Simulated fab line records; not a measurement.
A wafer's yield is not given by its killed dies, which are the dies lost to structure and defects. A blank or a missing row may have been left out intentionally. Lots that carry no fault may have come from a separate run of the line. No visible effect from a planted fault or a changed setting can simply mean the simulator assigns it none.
fab line records + flow nand-harc
[record]
- lots = 14
- wafers = 42
- last-day = 33
route steps=1302 shown P_GATE@130
lots untouched by any fault: they come from a run of this same line in which no faults occurred
start-h: start of the lot's first displayed wafer, in hours after the record's first day + wait-h: hours since the lot's step before + " same as the row above + L1.1+2: several wafers, shown together as one row + - no value, or no start given + * or withheld: withheld + < > ~ a bound
route shown NAME@n: NAME is a module with steps in the file, n the number in the route of the first one + usual: mean/standard deviation taken from wafers without a fault + same: alike in all rows + chamber/n: place in a boat + sites: each site's reading + _std_site: the standard deviation of these + _edge_site: mean of outer sites minus mean of inner sites + radius-mm: for every site, how far away it sits from the centre of the wafer + mask NAME#n: copy n + behind: tool/chamber where the wafer was last shaped + hold: the reason the lot was held/the length of the hold in hours/how it ended + device: names the non-switching transistor (n, p or np) + end of line: tests run on the same wafers once the route is complete + a step given without rows: its recipe and nothing more + killed: the dies lost at the first sort to structure and to defects; this is not the yield of the wafer + map: per-die view of a wafer (x killed, . not killed, _ where there is no die)
set.NAME: the setting that was run; set.NAME@STEP: the one run at that earlier step + model.NAME: the simulator's own value behind a step, which no gauge read
a sample of lots followed through the steps of the route, with each step as a table and each wafer as a row
services: the hour from which a tool's chamber was out of use, counted from the record's first day as start-h (under 0 if before that day), plus the number of hours and why
[[steps]]
[step NHARC_P_GATE_CVD_17]
[recipe]
- target-thk-a = 1500
- temp-c = 620
- time-s = 900
- material = poly-Si
[usual]
- zone-power-lower-pct = 9.5/0.79
| lot.wafer | tool          | chamber | start-h | wait-h | zone-power-lower-pct |
|-----------|---------------|---------|---------|--------|----------------------|
| L243.1    | lpcvd-poly-02 | 0       | 96.21   | 2.6    | 8.7                  |
| L243.4    | "             | 0       | "       | "      | 8.8                  |
| L243.6    | "             | 0       | "       | "      | 8.8                  |
| L244.1    | lpcvd-poly-03 | 0       | 100.50  | 2.5    | 10.4                 |
| L244.2    | "             | 0       | "       | "      | 10.4                 |
| L244.5    | "             | 0       | "       | "      | 10.2                 |
| L245.2    | lpcvd-poly-03 | 0       | 109.06  | 2.5    | 10.3                 |
| L245.5    | "             | 0       | "       | "      | 10.4                 |
| L245.6    | "             | 0       | "       | "      | 10.2                 |
| L246.2    | lpcvd-poly-02 | 0       | 120.29  | 2.6    | 8.6                  |
| L246.3    | "             | 0       | "       | "      | 8.7                  |
| L246.6    | "             | 0       | "       | "      | 8.8                  |
| L247.1    | lpcvd-poly-03 | 0       | 135.50  | 4.2    | 10.3                 |
| L247.3    | "             | 0       | "       | "      | 10.1                 |
| L247.6    | "             | 0       | "       | "      | 10.2                 |
| L248.1    | lpcvd-poly-03 | 0       | 138.76  | 2.5    | 10.3                 |
| L248.2    | "             | 0       | "       | "      | 10.4                 |
| L248.6    | "             | 0       | "       | "      | 10.2                 |
| L249.2    | lpcvd-poly-02 | 0       | 150.26  | 2.6    | 8.9                  |
| L249.3    | "             | 0       | "       | "      | 8.8                  |
| L249.4    | "             | 0       | "       | "      | 8.7                  |
| L249.2    | lpcvd-poly-02 | 0       | 153.04  | 0.5    | 8.6                  |
| L249.3    | "             | 0       | "       | "      | 8.8                  |
| L249.4    | "             | 0       | "       | "      | 8.8                  |
| L250.2    | lpcvd-poly-03 | 0       | 165.64  | 2.5    | 10.2                 |
| L250.3    | "             | 0       | "       | "      | 10.4                 |
| L250.4    | "             | 0       | "       | "      | 10.3                 |
| L252.1    | lpcvd-poly-02 | 0       | 181.43  | 3.9    | 8.8                  |
| L252.2    | "             | 0       | "       | "      | 8.9                  |
| L252.4    | "             | 0       | "       | "      | 8.7                  |
| L252.1    | lpcvd-poly-02 | 0       | 184.18  | 0.5    | 8.7                  |
| L252.2    | "             | 0       | "       | "      | 8.9                  |
| L252.4    | "             | 0       | "       | "      | 8.8                  |
| L256.1    | lpcvd-poly-01 | 0       | 236.38  | 2.7    | 8.6                  |
| L256.2    | "             | 0       | "       | "      | 8.5                  |
| L256.6    | "             | 0       | "       | "      | 8.4                  |
| L261.4    | lpcvd-poly-03 | 0       | 273.02  | 2.5    | 10.1                 |
| L261.5    | "             | 0       | "       | "      | 10.1                 |
| L261.6    | "             | 0       | "       | "      | 10.3                 |
| L264.1    | lpcvd-poly-02 | 0       | 299.36  | 2.6    | 8.8                  |
| L264.2    | "             | 0       | "       | "      | 8.9                  |
| L264.5    | "             | 0       | "       | "      | 8.8                  |
| L265.3    | lpcvd-poly-02 | 0       | 312.12  | 2.6    | 8.8                  |
| L265.5    | "             | 0       | "       | "      | 8.7                  |
| L265.6    | "             | 0       | "       | "      | 8.8                  |
| L266.1    | lpcvd-poly-03 | 0       | 318.55  | 2.5    | 10.3                 |
| L266.2    | "             | 0       | "       | "      | 10.4                 |
| L266.3    | "             | 0       | "       | "      | 10.2                 |
[step NHARC_P_GATE_INSPECT_28]
[usual]
- raw-defect-count = 6/3
| lot.wafer | tool              | chamber | start-h | wait-h | raw-defect-count |
|-----------|-------------------|---------|---------|--------|------------------|
| L243.1    | defect-inspect-01 | -       | 100.28  | 0.0    | 5                |
| L243.4    | "                 | -       | "       | "      | 6                |
| L243.6    | "                 | -       | "       | "      | 6                |
| L244.1    | defect-inspect-01 | -       | 104.58  | 0.0    | 5                |
| L244.2    | "                 | -       | "       | "      | 12               |
| L244.5    | "                 | -       | "       | "      | 1                |
| L245.2    | defect-inspect-02 | -       | 114.47  | 0.0    | 9                |
| L245.5    | "                 | -       | "       | "      | 7                |
| L245.6    | "                 | -       | "       | "      | 11               |
| L246.2    | defect-inspect-02 | -       | 127.78  | 0.0    | 4                |
| L246.3    | "                 | -       | "       | "      | 5                |
| L246.6    | "                 | -       | "       | "      | 5                |
| L247.1    | defect-inspect-02 | -       | 139.62  | 0.0    | 7                |
| L247.3    | "                 | -       | "       | "      | 1                |
| L247.6    | "                 | -       | "       | "      | 5                |
| L248.1    | defect-inspect-01 | -       | 142.82  | 0.0    | 5                |
| L248.2    | "                 | -       | "       | "      | 8                |
| L248.6    | "                 | -       | "       | "      | 5                |
| L249.2    | defect-inspect-02 | -       | 158.65  | 0.0    | 2                |
| L249.3    | "                 | -       | "       | "      | 1                |
| L249.4    | "                 | -       | "       | "      | 3                |
| L250.2    | defect-inspect-01 | -       | 171.39  | 0.0    | 6                |
| L250.3    | "                 | -       | "       | "      | 5                |
| L250.4    | "                 | -       | "       | "      | 15               |
| L252.1    | defect-inspect-01 | -       | 189.19  | 0.0    | 6                |
| L252.2    | "                 | -       | "       | "      | 3                |
| L252.4    | "                 | -       | "       | "      | 11               |
| L256.1    | defect-inspect-01 | -       | 244.98  | 0.0    | 5                |
| L256.2    | "                 | -       | "       | "      | 13               |
| L256.6    | "                 | -       | "       | "      | 11               |
| L261.4    | defect-inspect-02 | -       | 276.93  | 0.0    | 8                |
| L261.5    | "                 | -       | "       | "      | 4                |
| L261.6    | "                 | -       | "       | "      | 3                |
| L264.1    | defect-inspect-02 | -       | 303.34  | 0.0    | 3                |
| L264.2    | "                 | -       | "       | "      | 4                |
| L264.5    | "                 | -       | "       | "      | 12               |
| L265.3    | defect-inspect-01 | -       | 321.26  | 0.0    | 8                |
| L265.5    | "                 | -       | "       | "      | 10               |
| L265.6    | "                 | -       | "       | "      | 8                |
| L266.1    | defect-inspect-01 | -       | 322.62  | 0.0    | 7                |
| L266.2    | "                 | -       | "       | "      | 7                |
| L266.3    | "                 | -       | "       | "      | 7                |
[step NHARC_P_GATE_DESCUM_31]
[recipe]
- time-s = 3
- o2-flow-sccm = 200
- ar-flow-sccm = 0
- bias-power-w = 0
- chemistry = O2
[usual]
- chamber-pressure-mTorr = 60.00/0.053
- drypump-motor-current-A = 5.6/0.46
- o2-flow-sccm = 200.0/0.64
- oes-product-au = 0.999/0.012
- rf-vpp-V = 57.7/0.84
- showerhead-plenum-p-Torr = 1.91/0.07
- throttle-valve-pct = 11.311/0.009
| lot.wafer | tool        | chamber | start-h | wait-h | chamber-pressure-mTorr | drypump-motor-current-A | o2-flow-sccm | oes-product-au | rf-hours-counter-h | rf-vpp-V | showerhead-plenum-p-Torr | throttle-valve-pct |
|-----------|-------------|---------|---------|--------|------------------------|-------------------------|--------------|----------------|--------------------|----------|--------------------------|--------------------|
| L243.4    | rie-diel-04 | 2       | 100.35  | 0.1    | 59.96                  | 5.4                     | 199.3        | 0.994          | 5                  | 58.0     | 1.88                     | 11.300             |
| L243.1    | "           | 0       | "       | "      | 59.97                  | 5.1                     | 200.7        | 1.028          | 5                  | 59.3     | 1.99                     | 11.330             |
| L243.6    | "           | 2       | "       | "      | 59.96                  | 5.4                     | 199.7        | 0.998          | -                  | 57.3     | 1.88                     | 11.309             |
| L244.2    | rie-diel-04 | 3       | 104.65  | 0.1    | 59.95                  | 5.8                     | 199.6        | 0.996          | 5                  | 57.4     | 1.98                     | 11.303             |
| L244.1    | "           | 0       | "       | "      | 60.02                  | 5.1                     | 200.1        | 1.008          | 5                  | 57.1     | 1.99                     | 11.317             |
| L244.5    | "           | 3       | "       | "      | 59.95                  | 5.8                     | 200.1        | 1.005          | -                  | 58.8     | 1.98                     | 11.306             |
| L245.2    | rie-diel-08 | 0       | 114.56  | 0.1    | 60.06                  | 5.5                     | 200.2        | 1.003          | 8                  | 58.9     | 1.78                     | 11.311             |
| L245.6    | "           | 1       | "       | "      | 59.98                  | 6.2                     | 198.9        | 1.021          | -                  | 57.5     | 1.93                     | 11.312             |
| L245.5    | "           | 2       | "       | "      | 59.91                  | 4.6                     | 201.2        | 1.012          | -                  | 57.6     | 1.83                     | 11.310             |
| L246.2    | rie-diel-08 | 1       | 127.84  | 0.1    | 60.05                  | 6.2                     | 200.0        | 1.014          | 9                  | 56.5     | 1.93                     | 11.321             |
| L246.3    | "           | 3       | "       | "      | 60.16                  | 5.7                     | 200.6        | 1.000          | 3                  | 57.0     | 1.91                     | 11.317             |
| L246.6    | "           | 1       | "       | "      | 59.95                  | 6.2                     | 200.3        | 1.009          | -                  | 58.1     | 1.93                     | 11.323             |
| L247.3    | rie-diel-11 | 1       | 139.68  | 0.1    | 60.02                  | 6.1                     | 199.7        | 0.985          | 1                  | 58.1     | 1.90                     | 11.305             |
| L247.1    | "           | 3       | "       | "      | 60.05                  | 5.3                     | 199.9        | 0.996          | 1                  | 58.0     | 2.03                     | 11.324             |
| L247.6    | "           | 2       | "       | "      | 60.17                  | 5.9                     | 199.6        | 0.983          | -                  | 57.9     | 1.91                     | 11.326             |
| L248.2    | rie-diel-08 | 2       | 142.88  | 0.1    | 60.04                  | 4.6                     | 198.7        | 1.004          | 10                 | 58.4     | 1.83                     | 11.308             |
| L248.1    | "           | 3       | "       | "      | 59.98                  | 5.7                     | 200.4        | 0.997          | 4                  | 57.9     | 1.91                     | 11.305             |
| L248.6    | "           | 3       | "       | "      | 60.01                  | 5.7                     | 199.9        | 0.991          | -                  | 57.0     | 1.91                     | 11.314             |
| L249.2    | rie-diel-08 | 0       | 158.72  | 0.1    | 60.05                  | 5.4                     | 199.4        | 0.989          | 10                 | 57.0     | 1.78                     | 11.317             |
| L249.4    | "           | 2       | "       | "      | 59.89                  | 4.6                     | 199.8        | 1.005          | 11                 | 58.4     | 1.83                     | 11.311             |
| L249.3    | "           | 3       | "       | "      | 59.97                  | 5.7                     | 201.5        | 1.004          | 6                  | 58.4     | 1.91                     | 11.322             |
| L250.2    | rie-diel-04 | 0       | 171.46  | 0.1    | 60.04                  | 5.1                     | 199.8        | 1.020          | 8                  | 58.2     | 1.99                     | 11.308             |
| L250.4    | "           | 1       | "       | "      | 59.98                  | 5.7                     | 200.3        | 1.021          | 7                  | 57.7     | 1.99                     | 11.301             |
| L250.3    | "           | 2       | "       | "      | 59.96                  | 5.4                     | 200.2        | 1.000          | 8                  | 58.9     | 1.88                     | 11.311             |
| L252.1    | rie-diel-08 | 0       | 189.25  | 0.1    | 59.98                  | 5.5                     | 199.8        | 0.996          | 12                 | 58.8     | 1.78                     | 11.299             |
| L252.2    | "           | 1       | "       | "      | 60.06                  | 6.2                     | 200.9        | 0.993          | 13                 | 57.8     | 1.93                     | 11.307             |
| L252.4    | "           | 2       | "       | "      | 59.95                  | 4.6                     | 200.7        | 1.014          | 14                 | 58.2     | 1.83                     | 11.306             |
| L256.1    | rie-diel-04 | 1       | 245.06  | 0.1    | 60.03                  | 5.7                     | 200.5        | 1.002          | 5                  | 59.4     | 1.98                     | 11.314             |
| L256.2    | "           | 2       | "       | "      | 60.01                  | 5.4                     | 199.3        | 1.000          | 4                  | 58.3     | 1.88                     | 11.315             |
| L256.6    | "           | 3       | "       | "      | 60.03                  | 5.8                     | 199.5        | 0.985          | -                  | 58.6     | 1.98                     | 11.313             |
| L261.4    | rie-diel-04 | 1       | 276.99  | 0.1    | 60.04                  | 5.7                     | 199.3        | 1.002          | 7                  | 57.0     | 1.98                     | 11.319             |
| L261.6    | "           | 1       | "       | "      | 60.03                  | 5.7                     | 200.7        | 1.004          | -                  | 58.8     | 1.98                     | 11.321             |
| L261.5    | "           | 2       | "       | "      | 60.06                  | 5.4                     | 200.3        | 1.022          | -                  | 57.1     | 1.87                     | 11.320             |
| L264.2    | rie-diel-04 | 1       | 303.41  | 0.1    | 59.97                  | 5.7                     | 199.0        | 1.005          | 9                  | 57.0     | 1.98                     | 11.315             |
| L264.1    | "           | 3       | "       | "      | 59.97                  | 5.8                     | 199.7        | 0.983          | 5                  | 57.8     | 1.98                     | 11.320             |
| L264.5    | "           | 0       | "       | "      | 60.01                  | 5.1                     | 199.4        | 1.007          | -                  | 56.9     | 1.99                     | 11.302             |
| L265.3    | rie-diel-11 | 3       | 321.33  | 0.1    | 59.96                  | 5.3                     | 200.1        | 0.997          | 2                  | 58.0     | 2.03                     | 11.312             |
| L265.6    | "           | 2       | "       | "      | 59.93                  | 5.8                     | 199.4        | 0.991          | -                  | 57.5     | 1.91                     | 11.313             |
| L265.5    | "           | 3       | "       | "      | 60.03                  | 5.3                     | 200.5        | 0.995          | -                  | 58.9     | 2.03                     | 11.304             |
| L266.3    | rie-diel-08 | 1       | 322.68  | 0.1    | 60.03                  | 6.2                     | 200.7        | 0.988          | 7                  | 56.7     | 1.93                     | 11.311             |
| L266.2    | "           | 2       | "       | "      | 59.92                  | 4.6                     | 199.9        | 1.007          | 6                  | 58.2     | 1.83                     | 11.316             |
| L266.1    | "           | 0       | "       | "      | 59.93                  | 5.5                     | 199.7        | 0.983          | 6                  | 56.4     | 1.78                     | 11.322             |
[step NHARC_P_GATE_ALD_36]
[recipe]
- target-thk-a = 200
- pulse-time-s = 60
- ald-cycles = 223
- temp-c = 400
- material = SiNx
[usual]
- heater-power-w = 806/61
- precursor-pulse-height-rel = 0.998/0.021
[same]
- pulse-time-s = 60
| lot.wafer | tool       | chamber | start-h | wait-h | heater-power-w | precursor-pulse-height-rel | since-wet-clean-h |
|-----------|------------|---------|---------|--------|----------------|----------------------------|-------------------|
| L243.4    | ald-sin-04 | 0       | 102.69  | -      | 807            | 0.962                      | 17                |
| L243.1    | "          | 2       | 104.81  | -      | 857            | 0.988                      | 19                |
| L243.6    | "          | 3       | 105.88  | -      | 710            | 0.994                      | -                 |
| L244.2    | ald-sin-01 | 1       | 108.04  | -      | 872            | 1.011                      | 66                |
| L244.1    | "          | 2       | 109.10  | -      | 849            | 0.950                      | 67                |
| L244.5    | "          | 0       | 111.21  | -      | 827            | 0.987                      | -                 |
| L245.2    | ald-sin-03 | 3       | 115.79  | -      | 765            | 1.024                      | 115               |
| L245.5    | "          | 3       | 120.06  | -      | 759            | 1.003                      | -                 |
| L245.6    | "          | 0       | 121.13  | -      | 799            | 0.978                      | -                 |
| L246.2    | ald-sin-04 | 2       | 129.10  | -      | 860            | 0.985                      | 43                |
| L246.3    | "          | 3       | 130.16  | -      | 730            | 0.985                      | 44                |
| L246.6    | "          | 3       | 134.41  | -      | 700            | 1.032                      | -                 |
| L247.3    | ald-sin-01 | 1       | 143.02  | -      | 849            | 1.001                      | 101               |
| L247.1    | "          | 2       | 144.07  | -      | 824            | 1.032                      | 102               |
| L247.6    | "          | 0       | 146.16  | -      | 806            | 0.999                      | -                 |
| L248.2    | ald-sin-03 | 1       | 144.28  | -      | 821            | 0.996                      | 144               |
| L248.1    | "          | 2       | 145.33  | -      | 781            | 0.990                      | 145               |
| L248.6    | "          | 2       | 149.55  | -      | 773            | 0.972                      | -                 |
| L249.3    | ald-sin-04 | 3       | 159.97  | -      | 720            | 1.003                      | 74                |
| L249.4    | "          | 0       | 161.04  | -      | 803            | 1.030                      | 75                |
| L249.2    | "          | 1       | 162.11  | -      | 919            | 1.007                      | 76                |
| L250.2    | ald-sin-01 | 2       | 172.72  | -      | 825            | 0.986                      | 131               |
| L250.3    | "          | 3       | 173.80  | -      | 711            | 1.020                      | 132               |
| L250.4    | "          | 1       | 175.96  | -      | 848            | 0.983                      | 134               |
| L252.2    | ald-sin-03 | 3       | 190.51  | -      | 786            | 1.000                      | 12                |
| L252.1    | "          | 1       | 191.94  | -      | 769            | 0.998                      | 13                |
| L252.4    | "          | 3       | 194.80  | -      | 805            | 1.006                      | -                 |
| L256.2    | ald-sin-04 | 1       | 246.29  | -      | 931            | 0.977                      | 160               |
| L256.1    | "          | 0       | 249.07  | -      | 793            | 1.028                      | 163               |
| L256.6    | "          | 1       | 250.46  | -      | 952            | 1.016                      | -                 |
| L261.4    | ald-sin-03 | 3       | 280.31  | -      | 785            | 1.006                      | 102               |
| L261.6    | "          | 1       | 282.36  | -      | 770            | 0.960                      | -                 |
| L261.5    | "          | 2       | 283.39  | -      | 839            | 1.008                      | -                 |
| L264.1    | ald-sin-03 | 1       | 306.79  | -      | 769            | 0.993                      | 128               |
| L264.2    | "          | 2       | 307.86  | -      | 822            | 0.955                      | 129               |
| L264.5    | "          | 3       | 308.93  | -      | 790            | 1.001                      | -                 |
| L265.3    | ald-sin-04 | 3       | 322.57  | -      | 754            | 0.986                      | 59                |
| L265.5    | "          | 3       | 326.84  | -      | 740            | 0.984                      | -                 |
| L265.6    | "          | 1       | 329.68  | -      | 876            | 1.017                      | -                 |
| L266.3    | ald-sin-01 | 0       | 323.93  | -      | 785            | 1.006                      | 104               |
| L266.2    | "          | 2       | 326.07  | -      | 817            | 1.017                      | 106               |
| L266.1    | "          | 3       | 327.13  | -      | 691            | 1.037                      | 107               |
[[services]]
| tool          | chamber | start-h | hours | kind   |
|---------------|---------|---------|-------|--------|
| rie-diel-08   | 3       | 75.38   | 32.1  | repair |
| ald-sin-04    | -       | 78.07   | 10.0  | pm     |
| ald-sin-01    | 1       | 92.31   | 9.9   | repair |
| rie-diel-04   | 1       | 132.03  | 14.0  | repair |
| ald-sin-04    | 0       | 135.49  | 3.5   | repair |
| rie-diel-08   | 0       | 142.42  | 2.7   | repair |
| ald-sin-04    | -       | 145.58  | 1.9   | repair |
| ald-sin-03    | -       | 170.64  | 10.0  | pm     |
| rie-diel-04   | -       | 177.90  | 9.0   | pm     |
| ald-sin-03    | 0       | 183.98  | 3.3   | repair |
| rie-diel-04   | 1       | 187.13  | 15.8  | repair |
| rie-diel-08   | -       | 190.80  | 9.0   | pm     |
| ald-sin-01    | -       | 197.32  | 4.2   | repair |
| rie-diel-04   | 1       | 203.94  | 5.0   | repair |
| lpcvd-poly-02 | -       | 207.47  | 26.0  | pm     |
| rie-diel-08   | 2       | 210.77  | 8.3   | repair |
| rie-diel-08   | 1       | 212.70  | 6.9   | repair |
| rie-diel-04   | 3       | 218.81  | 16.7  | repair |
| rie-diel-08   | 2       | 220.33  | 8.0   | repair |
| rie-diel-08   | 2       | 230.67  | 10.7  | repair |
| ald-sin-03    | -       | 239.55  | 0.6   | repair |
| ald-sin-03    | 2       | 243.77  | 13.3  | repair |
| ald-sin-04    | 2       | 245.75  | 6.1   | repair |
| ald-sin-04    | 2       | 315.77  | 15.2  | repair |
[[key]]
[first-sign]
- step = NHARC_P_GATE_CVD_17
- reading = visit
- direction = added
effect none on later readings
met-at NHARC_P_GATE_CVD_17
struck-lots L249,L252
sort-left-out L249.2,L249.3,L249.4,L252.1,L252.2,L252.4
tester-left-out L249,L252
not-acting-at NHARC_P_GATE_INSPECT_28,NHARC_P_GATE_DESCUM_31,NHARC_P_GATE_ALD_36
[fault]
- kind = repeated-step-whole
- tool = lpcvd-poly-01,lpcvd-poly-02,lpcvd-poly-03
- chamber = -
- onset-h = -
- steps = NHARC_P_GATE_CVD_17
- times = 1
- scope = struck-lots-only
// tester-left-out: of these lots the tester's yield and bins aren't shown, on N5 and GAA mostly nor the transistor test; their killed dies are dies lost to structure and defects alone, not to doping, threshold or leakage, so they don't give the yield
// sort-left-out: the simulated sort isn't trusted on such a fault, so these wafers' sort isn't shown, and their yield isn't known
